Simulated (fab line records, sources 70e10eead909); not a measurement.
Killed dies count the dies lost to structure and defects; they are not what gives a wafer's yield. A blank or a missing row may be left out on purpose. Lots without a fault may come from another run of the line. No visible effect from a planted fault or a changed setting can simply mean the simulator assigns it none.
fab line records | flow nandHarc
record: lots: 13 wafers: 39 lastDay: 33
route steps=1302 shown A_SGD_CUT@908 A_SLIT@935 A_WL_FILL@954 END@1302
lots with no fault: from the same line, run without faults
startH: hours from the record's opening day to when the first of the lot's shown wafers began | waitH: how many hours have passed since the lot's step before this one | " repeats the value in the row above | L1.1+2: a row that stands for several wafers | - no value present, or no start provided | * or withheld: withheld | < > ~ a bound
route shown NAME@n: a module of which the file shows steps, and the number in the route of the first | usual: average and standard deviation across the fault-free wafers | same: alike in all rows | chamber/n: place in a boat | sites: each site's reading | _std_site: the values' standard deviation | _edge_site: outer sites' mean less inner sites' | radiusMm: for every site, how far away it sits from the centre of the wafer | mask NAME#n: copy n | behind: the tool/chamber that last shaped the wafer | hold: cause of the lot's hold/its duration in hours/its outcome | device: which transistor (n, p or np) failed to switch | end of line: tests of these same wafers at the route's end | a step with no rows: only its recipe | killed: dies that structure and defects cost at the first sort, which is not the same as the wafer's yield | map: the dies of a wafer, with x for killed, . for not killed, _ for no die there
set.NAME: the setting that was run; set.NAME@STEP: the one run at that earlier step | model.NAME: the simulator's own value behind a step, which no gauge read
one table for each step of the route and one row for each wafer, over a sample of lots
services: when a tool's chamber went out of use (startH, in hours from the record's first day, below 0 if earlier), for how many hours, and the reason
== steps ==
step: NHARC_A_SGD_CUT_ETCH_16
recipe: targetDepthA: 3105 timeS: 155.2 c4f8FlowSccm: withheld o2FlowSccm: 8 arFlowSccm: withheld rfW: 600 biasW: 800 chemistry: C4F8/O2/Ar
usual: oesProductAu: 0.974/0.018 rfVppV: 726.6/2.9
same: timeS: 155.2
columns lot.wafer tool chamber startH waitH oesProductAu rfHoursCounterH rfVppV
L187.2 rieDiel-05 2 - - 0.943 2 727.3
L187.1 " 3 " " 0.960 2 728.3
L187.6 " 3 " " 0.965 - 727.3
L188.1 rieDiel-11 3 - - 0.953 0 722.5
L188.2 " 2 " " 0.976 0 729.3
L188.6 " 0 " " 0.958 - 729.2
L193.2 rieDiel-05 0 - - 0.976 2 728.0
L193.4 " 0 " " 0.985 - 728.2
L193.6 " 3 " " 0.984 - 727.7
L195.4 rieDiel-11 3 - - 0.978 9 722.3
L195.1 " 1 " " 0.973 8 719.1
L195.5 " 3 " " 0.966 - 723.0
L196.1 rieDiel-05 3 - - 0.988 7 727.9
L196.3 " 0 " " 0.979 4 729.1
L196.5 " 3 " " 0.977 - 729.0
L198.2 rieDiel-11 3 - - 0.983 10 723.8
L198.3 " 1 " " 0.975 10 718.4
L198.5 " 2 " " 0.967 - 729.3
L201.1 rieDiel-05 0 - - 0.983 7 730.1
L201.4 " 2 " " 0.992 8 728.2
L201.3 " 3 " " 0.976 9 727.3
L203.1 rieDiel-05 0 - - 1.001 1 728.5
L203.3 " 1 " " 0.955 1 723.5
L203.5 " 3 " " 0.999 - 727.1
L204.4 rieDiel-11 2 - - 0.977 0 729.8
L204.6 " 3 " " 1.013 - 721.7
L204.5 " 0 " " 0.982 - 727.4
L206.2 rieDiel-05 0 - - 1.007 2 728.2
L206.5 " 2 " " 0.979 - 727.3
L206.6 " 3 " " 0.994 - 727.5
L207.3 rieDiel-05 1 - - 0.978 2 722.4
L207.2 " 3 " " 1.004 2 727.9
L207.5 " 1 " " 0.971 - 721.1
L205.1 rieDiel-07 3 - - 0.951 9 729.9
L205.3 " 0 " " 0.940 8 729.5
L205.5 " 3 " " 0.954 - 729.7
L209.1 rieDiel-05 0 - - 0.990 4 726.8
L209.4 " 1 " " 0.973 4 722.5
L209.6 " 3 " " 0.979 - 727.8
step: NHARC_A_SLIT_INSPECT_11
usual: rawDefectCount: 59/37
columns lot.wafer tool chamber startH waitH rawDefectCount
L188.1 defectInspect-01 - 453.20 0.0 70
L188.2 " - " " 76
L188.6 " - " " 60
L187.1 defectInspect-02 - 455.84 0.0 96
L187.2 " - " " 123
L187.6 " - " " 106
L193.2 defectInspect-02 - 499.83 0.0 22
L193.4 " - " " 26
L193.6 " - " " 17
L195.1 defectInspect-02 - 539.27 0.0 131
L195.4 " - " " 127
L195.5 " - " " 126
L196.1 defectInspect-01 - 539.42 0.0 42
L196.3 " - " " 47
L196.5 " - " " 38
L198.2 defectInspect-01 - 560.85 0.0 33
L198.3 " - " " 40
L198.5 " - " " 32
L201.1 defectInspect-02 - 588.22 0.0 15
L201.3 " - " " 18
L201.4 " - " " 17
L203.1 defectInspect-02 - 623.03 0.0 26
L203.3 " - " " 35
L203.5 " - " " 28
L204.4 defectInspect-01 - 634.59 0.0 24
L204.5 " - " " 32
L204.6 " - " " 27
L205.1 defectInspect-02 - 642.48 0.0 26
L205.3 " - " " 25
L205.5 " - " " 26
L207.2 defectInspect-02 - 642.94 0.0 23
L207.3 " - " " 20
L207.5 " - " " 28
L206.2 defectInspect-02 - 643.85 0.0 93
L206.5 " - " " 79
L206.6 " - " " 99
L209.1 defectInspect-01 - 668.86 0.0 60
L209.4 " - " " 52
L209.6 " - " " 42
step: NHARC_A_WL_FILL_ALD_02
recipe: targetThkA: 20 pulseTimeS: 3 aldCycles: 100 tempC: 450 material: TiN
usual: aldCycles: 100/0 heaterPowerOuterW: 710/75 heaterPowerW: 1121/110 precursorPulseHeightRel: 1.001/0.021
columns lot.wafer tool chamber startH waitH aldCycles heaterPowerOuterW heaterPowerW precursorPulseHeightRel sinceWetCleanH
L188.1 aldMetal-02 2 466.77 0.2 100 652 974 0.989 25
L188.2 " 3 " " 100 770 1142 1.003 25
L188.6 " 2 " " 100 650 993 0.996 -
L187.2 aldMetal-01 2 470.51 0.2 100 771 1252 1.040 113
L187.1 " 0 " " 100 585 954 1.022 113
L187.6 " 2 " " 100 743 1270 1.017 -
L193.4 aldMetal-04 3 513.47 0.1 100 680 1142 1.016 30
L193.2 " 0 " " 100 773 1246 1.007 30
L193.6 " 2 " " 100 796 1126 1.003 -
L195.4 aldMetal-04 0 552.81 0.1 45 788 1237 0.975 69
L195.1 " 1 " " 100 724 1276 1.008 69
L195.5 " 1 " " 100 745 1264 1.003 -
L196.3 aldMetal-02 2 557.35 0.1 100 650 1003 0.987 115
L196.1 " 1 " " 100 684 988 0.975 116
L196.5 " 2 " " 100 644 1002 1.005 -
L198.2 aldMetal-02 3 574.44 0.2 100 788 1135 1.012 133
L198.3 " 0 " " 100 682 1087 0.966 133
L198.5 " 3 " " 100 791 1154 0.964 -
L201.4 aldMetal-01 3 601.68 0.1 100 798 1243 1.025 66
L201.1 " 0 " " 100 575 957 0.985 66
L201.3 " 1 " " 100 656 1015 1.017 66
L203.3 aldMetal-01 2 636.86 0.2 100 746 1233 0.974 101
L203.1 " 3 " " 100 833 1216 1.005 101
L203.5 " 1 " " 100 647 970 0.991 -
L204.4 aldMetal-02 0 649.66 0.2 100 668 1122 0.992 30
L204.5 " 2 " " 100 647 961 0.995 -
L204.6 " 3 " " 100 749 1125 1.038 -
L207.2 aldMetal-02 2 656.07 0.2 100 642 959 1.018 36
L207.3 " 0 " " 100 663 1125 0.977 36
L207.5 " 2 " " 100 646 950 0.990 -
L205.3 aldMetal-01 1 656.08 0.2 100 637 1008 1.018 120
L205.1 " 3 " " 100 831 1248 1.004 120
L205.5 " 0 " " 100 579 995 1.044 -
L206.2 aldMetal-01 0 659.83 0.2 100 576 975 1.006 124
L206.5 " 3 " " 100 813 1252 0.952 -
L206.6 " 0 " " 100 578 960 1.025 -
L209.1 aldMetal-02 0 682.39 0.2 100 671 1119 1.019 62
L209.4 " 3 " " 100 766 1120 1.009 63
L209.6 " 0 " " 100 667 1105 1.028 -
step: NHARC_A_WL_FILL_ETCHBACK_26
recipe: targetDepthA: 520 timeS: 13.3 hbrFlowSccm: 150 rfW: 350 icpW: 350 biasW: 60 chemistry: HBr
usual: drypumpMotorCurrentA: 5.7/0.38 oesProductAu: 1.001/0.014 throttleValvePct: 23.265/0.0099
same: timeS: 13.3
columns lot.wafer tool chamber startH waitH drypumpMotorCurrentA oesProductAu rfHoursCounterH throttleValvePct
L188.1 rieSi-06 3 483.39 0.4 5.1 0.986 0.2 23.272
L188.2 " 0 " " 5.5 0.987 0.3 23.278
L188.6 " 1 " " 5.9 1.010 - 23.249
L187.2 rieSi-04 3 487.19 0.4 5.6 0.987 1.0 23.267
L187.1 " 1 " " 6.3 0.978 1.0 23.281
L187.6 " 3 " " 5.6 0.988 - 23.277
L193.2 rieSi-01 1 532.01 0.4 5.4 1.017 0.9 23.259
L193.4 " 2 " " 5.0 0.978 1.1 23.266
L193.6 " 1 " " 5.4 1.019 - 23.251
L195.4 rieSi-06 2 569.37 0.4 5.8 1.005 0.9 23.265
L195.1 " 0 " " 5.5 0.997 0.9 23.244
L195.5 " 1 " " 5.9 0.989 - 23.244
L196.1 rieSi-01 1 575.71 0.4 5.5 1.034 0.2 23.254
L196.3 " 3 " " 6.1 0.983 0.1 23.265
L196.5 " 0 " " 5.6 0.998 - 23.238
L198.2 rieSi-06 0 591.05 0.4 5.4 0.990 1.0 23.275
L198.3 " 1 " " 5.9 1.015 0.9 23.259
L198.5 " 0 " " 5.5 0.997 - 23.271
L201.3 rieSi-06 3 621.93 0.4 5.1 0.982 0.1 23.272
L201.4 " 0 " " 5.5 1.002 0.1 23.270
L201.1 " 1 " " 5.9 1.020 0.1 23.256
L203.3 rieSi-01 2 656.04 0.4 5.0 0.985 0.8 23.246
L203.1 " 3 " " 6.1 0.998 0.9 23.279
L203.5 " 2 " " 5.0 0.981 - 23.253
L204.4 rieSi-01 3 668.60 0.4 6.1 0.997 0.9 23.262
L204.6 " 0 " " 5.5 0.987 - 23.249
L204.5 " 1 " " 5.5 1.013 - 23.254
L205.3 rieSi-04 2 672.66 0.4 6.0 1.020 0.4 23.274
L205.1 " 0 " " 6.0 1.006 0.5 23.271
L205.5 " 0 " " 6.0 1.002 - 23.283
L207.3 rieSi-01 0 672.67 0.4 5.6 0.985 1.1 23.273
L207.2 " 2 " " 5.0 0.999 0.9 23.276
L207.5 " 1 " " 5.5 1.030 - 23.254
L206.2 rieSi-04 2 679.12 0.4 6.0 1.015 0.4 23.280
L206.5 " 3 " " 5.6 0.979 - 23.267
L206.6 " 0 " " 6.0 1.007 - 23.273
L209.4 rieSi-01 1 698.84 0.4 5.4 1.043 1.2 23.268
L209.1 " 3 " " 6.1 0.988 1.2 23.267
L209.6 " 2 " " 5.0 0.982 - 23.266
step: NHARC_END_SORT_01
recipe: tempC: 25
usual: killedAtArray: 63/27 killedAtOther: 0.7/1.2 killedAtPeriphery: 3.1/2 killedDies: 67/28 killedOpen: 3.0/1.9 killedShort: 2.2/1.5
same: grossDies: 677
columns lot.wafer tool chamber startH waitH killedAtArray killedAtOther killedAtPeriphery killedDies killedOpen killedShort
L195.1 prober-02 0 644.34 2.5 138 1 5 144 2 5
L195.4 prober-02 0 646.70 3.4 675 1 1 677 1 1
L195.5 prober-02 0 647.49 3.7 113 0 2 115 0 3
killed by level:class
L195.1 A_CHANNEL_HOLE_D2:chamberFilmFlake=42 A_SLIT:chamberFilmFlake=40 A_CHANNEL_HOLE_D1:chamberFilmFlake=35 A_STAIRCASE:chamberFilmFlake=8 A_WL_FILL:chamberFilmFlake=7 A_M0:geometricParticle:open=2 P_GATE:geometricParticle:short=1 P_M1:geometricParticle:short=1
L195.4 A_WL_FILL:areaAld=564 A_SLIT:chamberFilmFlake=36 A_CHANNEL_HOLE_D2:chamberFilmFlake=32 A_CHANNEL_HOLE_D1:chamberFilmFlake=22 A_STAIRCASE:chamberFilmFlake=8 A_CONTACT:chamberFilmFlake=8 A_CHANNEL_FILL_D1:geometricParticle:short=1 A_CHANNEL_FILL_D1:geometricParticle:open=1
L195.5 A_CHANNEL_HOLE_D1:chamberFilmFlake=33 A_CHANNEL_HOLE_D2:chamberFilmFlake=31 A_SLIT:chamberFilmFlake=27 A_STAIRCASE:chamberFilmFlake=8 A_CONTACT:chamberFilmFlake=7 A_CHANNEL_FILL_D1:geometricParticle:short=1 A_ONON_D2:geometricParticle:short=1 A_CHANNEL_FILL_D2:geometricParticle:short=1
== services ==
columns tool chamber startH hours kind
rieSi-06 - 426.00 9.0 pm
aldMetal-02 - 432.00 10.0 pm
rieDiel-11 - 432.50 9.0 pm
rieDiel-05 0 437.73 16.6 repair
aldMetal-02 - 444.68 1.6 repair
rieDiel-05 2 452.01 1.8 repair
rieDiel-11 1 453.09 8.7 repair
rieSi-06 1 463.69 3.9 repair
rieDiel-11 3 466.59 4.1 repair
rieDiel-05 2 476.37 4.7 repair
rieSi-01 1 484.66 1.3 repair
rieDiel-05 1 506.92 2.6 repair
rieSi-01 1 509.55 5.9 repair
rieDiel-11 2 512.38 2.8 repair
rieDiel-05 2 516.95 6.4 repair
aldMetal-01 - 526.00 10.0 pm
rieSi-01 1 538.06 2.9 repair
rieSi-01 - 547.00 9.0 pm
aldMetal-02 1 572.26 1.6 repair
rieDiel-05 - 583.60 9.0 pm
aldMetal-02 - 610.00 10.0 pm
aldMetal-02 - 624.60 3.3 repair
aldMetal-02 - 665.45 1.3 repair
aldMetal-01 - 687.89 0.6 repair
== key ==
firstSign: step: NHARC_A_WL_FILL_ALD_02 reading: aldCycles direction: down sigmas: 99+ usual: 100 struck: 45
effect: step: NHARC_END_SORT_01 reading: killedAtArray direction: up sigmas: 22 usual: 63 struck: 675
moreKillsBornAt: NHARC_A_WL_FILL_ALD_02@aldMetal-04: 564
metAt NHARC_A_WL_FILL_ALD_02
struckLots L195
struckWafers L195.4
laterRowsLeftOut L195.4
testerLeftOut L195
notActingAt NHARC_A_SGD_CUT_ETCH_16,NHARC_A_SLIT_INSPECT_11,NHARC_A_WL_FILL_ETCHBACK_26
onsetBetween 513.47 552.81
fault: kind: processParameterDrift tool: aldMetal-04 chamber: 0 onsetH: 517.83 steps: NHARC_A_WL_FILL_ALD_02 channel: aldCycles offset: -55 shape: step actsIn: theseRecipesOnly stated: 100
testerLeftOut: of these lots the tester's yield and bins aren't shown, on N5 and GAA mostly nor the transistor test; their killed dies are dies lost to structure and defects alone, not to doping, threshold or leakage, so they don't give the yield
laterRowsLeftOut: the simulator's readings of these wafers behind a module that went badly wrong aren't trusted and aren't shown, but for the sort
